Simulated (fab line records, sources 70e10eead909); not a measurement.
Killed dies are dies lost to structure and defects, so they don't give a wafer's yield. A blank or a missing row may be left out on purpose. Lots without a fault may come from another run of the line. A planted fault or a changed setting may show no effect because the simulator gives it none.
fab line records | flow nand_harc
record lots=24 wafers=72 last_day=33
route steps=1302 shown A_CONTACT@1094 A_BLC@1123 A_M0@1158
lots that met no fault: from a run of the same line without faults
start_h: hours from the record's first day to the start of the lot's first wafer shown | wait_h: hours since the lot's step before | " the same as in the row above | L1.1+2: a row that stands for several wafers | - no value, or no start given | * or withheld: withheld | < > ~ a bound
route shown NAME@n: a module of which the file shows steps, and the number in the route of the first | usual: mean/standard deviation of fault-free wafers | same: alike in all rows | chamber/n: place in a boat | sites: the reading at each site | _std_site: their standard deviation | _edge_site: outer sites' mean less inner sites' | radius_mm: how far each site lies from the wafer's centre | mask NAME#n: copy n | behind: the tool/chamber that last shaped the wafer | hold: why the lot was held/for how many hours/how that ended | device: the transistor (n, p or np) that didn't switch | end of line: the same wafers' tests at the end of the route | a step without rows: its recipe alone | killed: dies lost to structure and defects at the first sort, not the wafer's yield | map: a wafer's dies, x killed, . not, _ none there
set.NAME: the setting as run; set.NAME@STEP: as run at that earlier step | model.NAME: the simulator's own value behind a step, which no gauge read
steps of the route over a sample of lots; a table a step, a row a wafer
services: from which hour (start_h, from the record's first day; less than 0 if before it) a tool's chamber was out of use, for how many hours, and why
## steps
# step NHARC_A_CONTACT_CD_MEAS_15
# usual cd_nm=190.2/0.6
# columns lot.wafer tool chamber start_h wait_h cd_nm
L074.1 cd_sem-03 - 514.84 - 189.5
L074.3 " - " " 190.0
L074.6 " - " " 190.0
L075.2 cd_sem-01 - 530.54 - 190.5
L075.3 " - " " 190.6
L075.4 " - " " 189.9
L078.2 cd_sem-03 - 533.08 - 189.9
L078.3 " - " " 189.5
L078.5 " - " " 189.9
L077.1 cd_sem-01 - 536.15 - 190.3
L077.4 " - " " 190.2
L077.5 " - " " 190.6
L079.2 cd_sem-01 - 551.47 - 191.1
L079.3 " - " " 191.4
L079.5 " - " " 191.0
L076.1 cd_sem-03 - 558.10 - 191.0
L076.2 " - " " 191.2
L076.3 " - " " 191.0
L080.1 cd_sem-01 - 565.37 - 191.5
L080.2 " - " " 191.2
L080.5 " - " " 190.3
L082.1 cd_sem-03 - 588.59 - 189.9
L082.4 " - " " 190.4
L082.6 " - " " 190.1
L081.1 cd_sem-03 - 590.26 - 189.6
L081.2 " - " " 190.5
L081.5 " - " " 190.1
L083.2 cd_sem-03 - 611.93 - 190.7
L083.3 " - " " 190.5
L083.6 " - " " 190.6
L084.1 cd_sem-02 - 622.58 - 190.4
L084.4 " - " " 189.8
L084.5 " - " " 190.8
L085.2 cd_sem-01 - 624.35 - 189.5
L085.5 " - " " 189.6
L085.6 " - " " 190.2
L086.2 cd_sem-03 - 640.27 - 190.8
L086.4 " - " " 190.5
L086.5 " - " " 190.0
L087.2 cd_sem-01 - 642.99 - 188.8
L087.3 " - " " 188.9
L087.4 " - " " 189.1
L089.1 cd_sem-02 - 661.78 - 190.6
L089.3 " - " " 190.2
L089.4 " - " " 190.6
L088.3 cd_sem-01 - 664.48 - 189.9
L088.4 " - " " 190.2
L088.6 " - " " 190.3
L091.1 cd_sem-03 - 696.32 - 190.1
L091.3 " - " " 190.1
L091.4 " - " " 190.0
L090.4 cd_sem-01 - 697.07 - 189.8
L090.5 " - " " 190.3
L090.6 " - " " 189.7
L092.2 cd_sem-02 - 704.20 - 189.5
L092.4 " - " " 189.6
L092.6 " - " " 189.4
L095.1 cd_sem-03 - 711.21 - 189.9
L095.4 " - " " 189.8
L095.5 " - " " 189.5
L094.2 cd_sem-03 - 713.34 - 190.7
L094.5 " - " " 190.9
L094.6 " - " " 191.0
L096.1 cd_sem-01 - 726.40 - 190.1
L096.5 " - " " 189.6
L096.6 " - " " 189.7
L093.1 cd_sem-03 - 728.14 - 190.3
L093.5 " - " " 190.1
L093.6 " - " " 190.5
L097.1 cd_sem-03 - 741.19 - 188.8
L097.2 " - " " 189.2
L097.6 " - " " 189.6
# step NHARC_A_CONTACT_ALD_18
# recipe target_thk_a=30 pulse_time_s=1 ald_cycles=150 temp_c=450 material=TiN
# usual heater_power_w=1086/120 precursor_pulse_height_rel=1.000/0.022
# columns lot.wafer tool chamber start_h wait_h heater_power_w precursor_pulse_height_rel
L074.1 ald_metal-04 1 515.83 - 1101 0.992
L074.3 " 2 " " 1107 0.989
L074.6 " 0 " " 1221 0.983
L075.2 ald_metal-04 0 531.69 - 1213 1.000
L075.4 " 1 " " 1108 1.023
L075.3 " 3 " " 969 1.009
L078.3 ald_metal-04 0 534.08 - 1217 0.999
L078.2 " 3 " " 980 1.006
L078.5 " 1 " " 1090 0.995
L077.1 ald_metal-01 2 537.10 - 1169 0.980
L077.4 " 1 " " 1206 0.980
L077.5 " 3 " " 989 1.017
L079.3 ald_metal-02 1 552.98 - 879 0.974
L079.2 " 2 " " 935 0.951
L079.5 " 1 " " 872 0.988
L076.1 ald_metal-02 0 559.04 - 1212 0.997
L076.3 " 1 " " 881 0.983
L076.2 " 2 " " 973 1.016
L080.1 ald_metal-02 1 566.33 - 881 1.012
L080.2 " 2 " " 945 1.025
L080.5 " 0 " " 1181 1.029
L082.4 ald_metal-01 1 589.56 - 1248 1.002
L082.1 " 2 " " 1177 1.032
L082.6 " 1 " " 1218 1.002
L081.1 ald_metal-02 2 591.20 - 948 1.038
L081.2 " 0 " " 1183 0.981
L081.5 " 3 " " 1063 0.990
L083.3 ald_metal-01 2 612.88 - 1167 1.026
L083.2 " 3 " " 991 1.023
L083.6 " 2 " " 1146 0.994
L084.4 ald_metal-02 3 623.52 - 1123 0.999
L084.1 " 2 " " 1004 0.998
L084.5 " 3 " " 1127 0.980
L085.2 ald_metal-04 3 625.31 - 957 0.963
L085.6 " 3 " " 974 1.023
L085.5 " 0 " " 1230 1.020
L086.2 ald_metal-01 2 641.27 - 1172 1.007
L086.4 " 0 " " 1068 1.005
L086.5 " 2 " " 1154 0.989
L087.2 ald_metal-02 0 643.97 - 1232 1.009
L087.4 " 1 " " 878 0.996
L087.3 " 2 " " 1005 1.008
L089.4 ald_metal-02 0 662.72 - 1209 0.991
L089.3 " 2 " " 1023 0.971
L089.1 " 3 " " 1115 1.029
L088.4 ald_metal-01 0 665.44 - 1106 0.967
L088.3 " 2 " " 1152 1.004
L088.6 " 3 " " 999 1.004
L091.4 ald_metal-01 2 697.64 - 1183 0.990
L091.3 " 3 " " 981 1.018
L091.1 " 0 " " 1050 1.025
L090.5 ald_metal-02 0 698.08 - 1194 1.018
L090.4 " 2 " " 993 1.000
L090.6 " 3 " " 1112 0.998
L092.2 ald_metal-04 1 705.61 - 1063 0.969
L092.4 " 3 " " 972 1.006
L092.6 " 2 " " 1088 0.985
L095.1 ald_metal-04 3 712.41 - 1000 1.007
L095.4 " 0 " " 1234 1.022
L095.5 " 2 " " 1095 0.987
L094.2 ald_metal-01 2 714.42 - 1192 1.007
L094.6 " 1 " " 1231 0.987
L094.5 " 2 " " 1222 0.979
L096.1 ald_metal-04 0 727.36 - 1263 1.027
L096.5 " 3 " " 967 0.983
L096.6 " 0 " " 1220 1.009
L093.1 ald_metal-01 0 729.14 - 999 1.012
L093.6 " 1 " " 1280 0.998
L093.5 " 2 " " 1205 1.010
L097.2 ald_metal-02 1 742.13 - 871 1.020
L097.1 " 3 " " 1111 1.035
L097.6 " 2 " " 1011 0.957
# step NHARC_A_BLC_ETCH_18
# recipe target_depth_a=9100 c4f8_flow_sccm=20 o2_flow_sccm=10 ar_flow_sccm=withheld rf_w=600 bias_w=1500 chemistry=C4F8/O2/Ar
# usual oes_product_au=0.951/0.023 rf_fwd_power_W=598.9/1.8 rf_vpp_V=978/5.5
# columns lot.wafer tool chamber start_h wait_h oes_product_au rf_fwd_power_W rf_hours_counter_h rf_vpp_V
L074.3 rie_diel-11 0 - - 0.925 600.2 6 974
L074.1 " 2 " " 0.923 602.3 6 968
L074.6 " 1 " " 0.912 596.9 - 979
L075.4 rie_diel-11 1 - - 0.968 600.4 6 978
L075.2 " 2 " " 0.975 597.9 7 969
L075.3 " 0 " " 0.989 598.6 7 975
L078.2 rie_diel-11 0 - - 0.934 599.2 8 975
L078.3 " 3 " " 0.933 595.9 8 985
L078.5 " 2 " " 0.938 600.8 - 968
L077.4 rie_diel-06 0 - - 0.975 599.9 4 979
L077.1 " 3 " " 0.980 599.1 4 974
L077.5 " 1 " " 0.961 603.5 - 981
L079.3 rie_diel-06 0 - - 0.964 600.4 5 978
L079.2 " 2 " " 0.974 598.5 5 987
L079.5 " 1 " " 0.969 598.7 - 982
L076.2 rie_diel-06 0 - - 0.968 598.7 6 978
L076.3 " 1 " " 0.961 599.6 6 982
L076.1 " 3 " " 0.976 593.8 6 974
L080.1 rie_diel-11 1 - - 0.962 601.0 7 979
L080.2 " 0 " " 0.957 599.4 9 975
L080.5 " 2 " " 0.972 595.9 - 968
L082.4 rie_diel-06 3 - - 0.926 597.2 9 974
L082.1 " 2 " " 0.917 598.1 9 985
L082.6 " 0 " " 0.925 600.3 - 978
L081.2 rie_diel-06 0 - - 0.920 600.8 9 978
L081.1 " 2 " " 0.914 601.5 9 985
L081.5 " 0 " " 0.917 600.4 - 978
L083.3 rie_diel-06 1 - - 0.927 598.4 10 981
L083.2 " 3 " " 0.924 597.2 11 974
L083.6 " 1 " " 0.925 598.4 - 982
L084.4 rie_diel-11 2 - - 0.978 599.5 1 970
L084.1 " 3 " " 0.976 599.0 1 985
L084.5 " 1 " " 0.960 600.2 - 977
L085.2 rie_diel-11 1 - - 0.967 594.9 1 978
L085.6 " 1 " " 0.963 595.5 - 977
L085.5 " 2 " " 0.966 600.2 - 970
L086.4 rie_diel-06 1 - - 0.926 600.3 13 981
L086.2 " 0 " " 0.928 597.2 14 979
L086.5 " 2 " " 0.922 598.4 - 984
L087.3 rie_diel-11 1 - - 0.944 600.6 2 978
L087.2 " 2 " " 0.962 595.5 2 968
L087.4 " 3 " " 0.959 598.0 2 984
L089.3 rie_diel-11 2 - - 0.969 598.4 4 969
L089.4 " 3 " " 0.974 600.3 4 985
L089.1 " 0 " " 0.965 600.8 4 974
L088.4 rie_diel-11 0 - - 0.928 596.6 5 975
L088.3 " 2 " " 0.918 599.1 4 970
L088.6 " 3 " " 0.919 597.6 - 984
L091.3 rie_diel-09 0 - - 0.958 598.9 3 975
L091.4 " 1 " " 0.955 599.1 7 988
L091.1 " 2 " " 0.940 596.6 8 977
L090.4 rie_diel-11 0 - - 0.941 597.1 7 973
L090.6 " 1 " " 0.919 602.6 - 978
L090.5 " 2 " " 0.914 598.2 - 968
L092.2 rie_diel-06 2 - - 0.977 599.5 3 984
L092.4 " 0 " " 0.975 602.9 3 978
L092.6 " 2 " " 0.971 597.5 - 986
L095.1 rie_diel-06 2 - - 0.958 598.4 3 986
L095.4 " 0 " " 0.996 599.8 4 977
L095.5 " 2 " " 0.959 598.5 - 986
L094.2 rie_diel-06 2 - - 0.971 600.6 4 986
L094.6 " 1 " " 0.976 601.7 - 981
L094.5 " 2 " " 0.980 599.5 - 985
L096.1 rie_diel-06 1 - - 0.966 599.8 5 980
L096.6 " 2 " " 0.985 601.3 - 985
L096.5 " 3 " " 0.979 596.8 - 972
L093.1 rie_diel-09 2 - - 0.981 597.9 18 980
L093.5 " 3 " " 0.991 597.7 - 981
L093.6 " 0 " " 0.959 598.7 - 975
L097.1 rie_diel-11 1 - - 0.927 598.2 9 979
L097.2 " 2 " " 0.918 596.3 8 967
L097.6 " 1 " " 0.925 601.6 - 978
# step NHARC_A_BLC_PVD_32
# recipe target_thk_a=50 chamber_pressure_pa=5 power_w=5000 substrate_temp_c=200 time_s=17.7 material=Ti
# usual throttle_valve_pct=30.2/0.83
# columns lot.wafer tool chamber start_h wait_h throttle_valve_pct
L074.1 pvd_sputter-01 - - - 31.4
L074.3 " - " " 29.0
L074.6 " - " " 31.4
L075.2 pvd_sputter-01 - - - 29.1
L075.4 " - " " 31.3
L075.3 " - " " 30.5
L078.3 pvd_sputter-02 - - - 29.4
L078.2 " - " " 29.4
L078.5 " - " " 29.2
L077.4 pvd_sputter-02 - - - 30.9
L077.1 " - " " 30.0
L077.5 " - " " 30.7
L079.2 pvd_sputter-01 - - - 30.6
L079.3 " - " " 28.7
L079.5 " - " " 31.3
L076.1 pvd_sputter-02 - - - 29.2
L076.2 " - " " 29.6
L076.3 " - " " 30.8
L080.1 pvd_sputter-01 - - - 30.5
L080.2 " - " " 31.4
L080.5 " - " " 30.0
L082.1 pvd_sputter-02 - - - 29.4
L082.4 " - " " 29.8
L082.6 " - " " 29.3
L081.2 pvd_sputter-02 - - - 29.9
L081.1 " - " " 29.5
L081.5 " - " " 31.1
L083.2 pvd_sputter-02 - - - 29.6
L083.3 " - " " 30.3
L083.6 " - " " 29.5
L084.4 pvd_sputter-01 - - - 30.3
L084.1 " - " " 29.1
L084.5 " - " " 30.5
L085.2 pvd_sputter-01 - - - 31.8
L085.6 " - " " 30.6
L085.5 " - " " 30.5
L086.4 pvd_sputter-03 - - - 30.8
L086.2 " - " " 30.4
L086.5 " - " " 30.8
L087.4 pvd_sputter-01 - - - 30.4
L087.2 " - " " 31.4
L087.3 " - " " 31.0
L089.1 pvd_sputter-03 - - - 30.8
L089.3 " - " " 30.4
L089.4 " - " " 29.7
L088.4 pvd_sputter-01 - - - 31.3
L088.3 " - " " 31.0
L088.6 " - " " 31.1
L091.3 pvd_sputter-01 - - - 31.3
L091.4 " - " " 30.5
L091.1 " - " " 28.7
L090.4 pvd_sputter-02 - - - 29.5
L090.6 " - " " 30.1
L090.5 " - " " 29.4
L092.4 pvd_sputter-01 - - - 30.8
L092.2 " - " " 30.3
L092.6 " - " " 30.8
L095.4 pvd_sputter-01 - - - 30.7
L095.1 " - " " 30.6
L095.5 " - " " 28.7
L094.2 pvd_sputter-03 - - - 29.8
L094.6 " - " " 30.7
L094.5 " - " " 30.0
L096.1 pvd_sputter-01 - - - 30.7
L096.5 " - " " 31.3
L096.6 " - " " 30.7
L093.1 pvd_sputter-01 - - - 30.5
L093.5 " - " " 31.3
L093.6 " - " " 30.9
L097.1 pvd_sputter-02 - - - 30.3
L097.2 " - " " 29.5
L097.6 " - " " 29.7
# step NHARC_A_M0_PVD_20
# recipe target_thk_a=50 bias_v=168.6 power_w=15000 chamber_pressure_pa=0.12 time_s=8.06 substrate_temp_c=50 material=TaN
# usual throttle_valve_pct=30.2/0.7
# columns lot.wafer tool chamber start_h wait_h throttle_valve_pct
L074.1 pvd_sputter-01 - - - 30.4
L074.3 " - " " 31.4
L074.6 " - " " 30.6
L075.3 pvd_sputter-03 - - - 30.1
L075.4 " - " " 30.2
L075.2 " - " " 30.0
L078.3 pvd_sputter-03 - - - 30.1
L078.2 " - " " 30.0
L078.5 " - " " 29.9
L077.4 pvd_sputter-01 - - - 31.1
L077.1 " - " " 31.3
L077.5 " - " " 31.3
L079.3 pvd_sputter-03 - - - 29.8
L079.2 " - " " 31.1
L079.5 " - " " 29.9
L076.2 pvd_sputter-02 - - - 29.6
L076.3 " - " " 29.6
L076.1 " - " " 30.9
L080.2 pvd_sputter-03 - - - 31.1
L080.1 " - " " 30.6
L080.5 " - " " 30.7
L082.4 pvd_sputter-02 - - - 29.9
L082.1 " - " " 29.6
L082.6 " - " " 30.8
L081.1 pvd_sputter-03 - - - 30.3
L081.2 " - " " 31.0
L081.5 " - " " 30.5
L083.3 pvd_sputter-01 - - - 31.3
L083.2 " - " " 30.5
L083.6 " - " " 31.3
L084.1 pvd_sputter-03 - - - 30.8
L084.4 " - " " 30.4
L084.5 " - " " 30.7
L085.2 pvd_sputter-01 - - - 30.5
L085.6 " - " " 30.6
L085.5 " - " " 28.5
L086.2 pvd_sputter-01 - - - 31.2
L086.4 " - " " 30.7
L086.5 " - " " 28.6
L087.4 pvd_sputter-01 - - - 31.4
L087.3 " - " " 30.9
L087.2 " - " " 30.6
L089.1 pvd_sputter-02 - - - 30.5
L089.4 " - " " 30.0
L089.3 " - " " 29.6
L088.3 pvd_sputter-03 - - - 30.0
L088.4 " - " " 30.6
L088.6 " - " " 29.7
L091.3 pvd_sputter-03 - - - 30.6
L091.1 " - " " 29.8
L091.4 " - " " 30.4
L090.4 pvd_sputter-01 - - - 30.2
L090.6 " - " " 30.7
L090.5 " - " " 28.7
L092.4 pvd_sputter-02 - - - 29.9
L092.2 " - " " 29.4
L092.6 " - " " 30.4
L095.4 pvd_sputter-02 - - - 30.1
L095.1 " - " " 29.6
L095.5 " - " " 30.1
L094.2 pvd_sputter-02 - - - 29.3
L094.6 " - " " 29.6
L094.5 " - " " 30.2
L096.1 pvd_sputter-02 - - - 30.0
L096.6 " - " " 29.5
L096.5 " - " " 29.5
L093.1 pvd_sputter-03 - - - 30.3
L093.6 " - " " 30.3
L093.5 " - " " 30.4
L097.2 pvd_sputter-02 - - - 30.2
L097.1 " - " " 29.3
L097.6 " - " " 29.9
# step NHARC_A_M0_DEP_32
# recipe target_thk_a=300 temp_c=370 target_thk_nm=30 pressure_torr=3 flow_sccm=200 rf_w=450 material=SiCN
# usual heater_power_w=593/110 rf_fwd_power_W=449.1/1.4 showerhead_vpp_V=1291/63
# columns lot.wafer tool chamber start_h wait_h heater_power_w rf_fwd_power_W showerhead_vpp_V
L074.3 pecvd-03 1 524.44 0.1 671 448.1 1403
L074.1 " 2 " " 529 448.4 1284
L074.6 " 0 " " 494 448.8 1237
L075.2 pecvd-02 1 540.70 0.1 422 449.7 1392
L075.3 " 2 " " 708 449.2 1280
L075.4 " 2 " " 736 448.4 1291
L078.3 pecvd-01 2 543.00 0.1 668 450.2 1265
L078.2 " 0 " " 510 449.4 1265
L078.5 " 2 " " 664 449.5 1237
L077.1 pecvd-01 0 546.96 0.1 503 446.0 1280
L077.5 " 2 " " 659 447.1 1271
L077.4 " 0 " " 518 448.0 1292
L079.3 pecvd-03 2 561.74 0.1 569 448.3 1276
L079.2 " 0 " " 444 447.8 1224
L079.5 " 2 " " 575 446.6 1285
L076.1 pecvd-02 2 567.98 0.1 710 447.6 1286
L076.2 " 0 " " 786 450.6 1266
L076.3 " 1 " " 443 448.7 1397
L080.1 pecvd-03 0 575.25 0.1 465 449.5 1229
L080.2 " 1 " " 677 448.3 1374
L080.5 " 2 " " 583 451.8 1273
L082.1 pecvd-03 1 598.64 0.1 654 449.9 1372
L082.4 " 2 " " 525 451.3 1283
L082.6 " 1 " " 652 449.1 1338
L081.1 pecvd-03 0 600.05 0.1 472 448.5 1227
L081.2 " 1 " " 663 446.8 1366
L081.5 " 2 " " 532 450.9 1261
L083.2 pecvd-03 1 621.86 0.1 635 447.8 1357
L083.3 " 0 " " 414 450.8 1206
L083.6 " 0 " " 411 448.9 1224
L084.1 pecvd-03 0 632.62 0.1 475 449.0 1216
L084.4 " 1 " " 593 447.9 1358
L084.5 " 0 " " 471 447.4 1235
L085.2 pecvd-03 0 634.54 0.1 458 450.4 1223
L085.6 " 2 " " 603 449.5 1276
L085.5 " 0 " " 474 450.0 1209
L086.2 pecvd-02 0 650.13 0.1 739 447.9 1250
L086.5 " 1 " " 493 448.7 1403
L086.4 " 2 " " 629 448.7 1309
L087.3 pecvd-03 1 653.00 0.1 666 446.9 1373
L087.2 " 2 " " 552 446.6 1286
L087.4 " 0 " " 466 450.9 1210
L089.1 pecvd-01 2 671.65 0.1 721 449.3 1249
L089.3 " 0 " " 457 447.4 1264
L089.4 " 1 " " 712 450.7 1228
L088.3 pecvd-03 2 674.30 0.1 549 450.2 1276
L088.4 " 1 " " 675 446.4 1371
L088.6 " 0 " " 466 447.9 1203
L091.3 pecvd-01 1 706.66 0.1 665 449.6 1220
L091.1 " 2 " " 744 450.6 1264
L091.4 " 2 " " 749 449.8 1283
L090.6 pecvd-02 0 707.22 0.2 728 447.9 1234
L090.4 " 1 " " 420 450.3 1388
L090.5 " 2 " " 529 450.0 1300
L092.2 pecvd-02 0 714.36 0.1 787 450.5 1261
L092.6 " 1 " " 438 448.2 1394
L092.4 " 2 " " 625 452.2 1294
L095.1 pecvd-02 0 721.32 0.1 732 448.9 1253
L095.4 " 1 " " 444 450.4 1379
L095.5 " 0 " " 751 449.8 1223
L094.2 pecvd-02 2 723.14 0.1 605 449.7 1308
L094.5 " 0 " " 722 446.9 1253
L094.6 " 1 " " 437 448.0 1401
L096.1 pecvd-01 1 736.23 0.1 604 449.3 1213
L096.6 " 2 " " 736 450.6 1249
L096.5 " 1 " " 578 449.2 1214
L093.1 pecvd-02 1 737.79 0.1 431 447.4 1405
L093.5 " 0 " " 753 449.6 1236
L093.6 " 1 " " 417 448.2 1384
L097.2 pecvd-02 0 751.06 0.1 702 448.0 1248
L097.1 " 1 " " 482 451.1 1402
L097.6 " 1 " " 483 448.8 1406
## services
# columns tool chamber start_h hours kind
pvd_sputter-03 - 509.83 10.9 repair
pvd_sputter-02 - 520.80 1.1 repair
ald_metal-01 - 526.00 10.0 pm
rie_diel-11 1 535.49 10.5 repair
pecvd-03 - 547.06 13.0 pm
ald_metal-01 2 557.82 8.2 repair
pvd_sputter-03 - 562.35 10.0 pm
pecvd-02 1 572.01 5.2 repair
pecvd-02 - 589.35 13.0 pm
pvd_sputter-01 - 589.66 10.0 pm
pecvd-03 0 592.26 2.5 repair
rie_diel-11 1 593.45 16.5 repair
rie_diel-11 - 609.50 9.0 pm
ald_metal-02 - 610.00 10.0 pm
ald_metal-02 - 635.96 3.0 repair
pvd_sputter-02 - 642.37 10.0 pm
rie_diel-06 2 659.73 17.2 repair
rie_diel-06 - 661.29 9.0 pm
ald_metal-02 1 676.11 26.5 repair
pecvd-03 - 702.09 2.8 repair
rie_diel-11 0 706.29 13.6 repair
pvd_sputter-02 - 725.52 2.6 repair
pecvd-03 - 728.06 13.0 pm
pvd_sputter-03 - 740.35 10.0 pm
## key
fault none
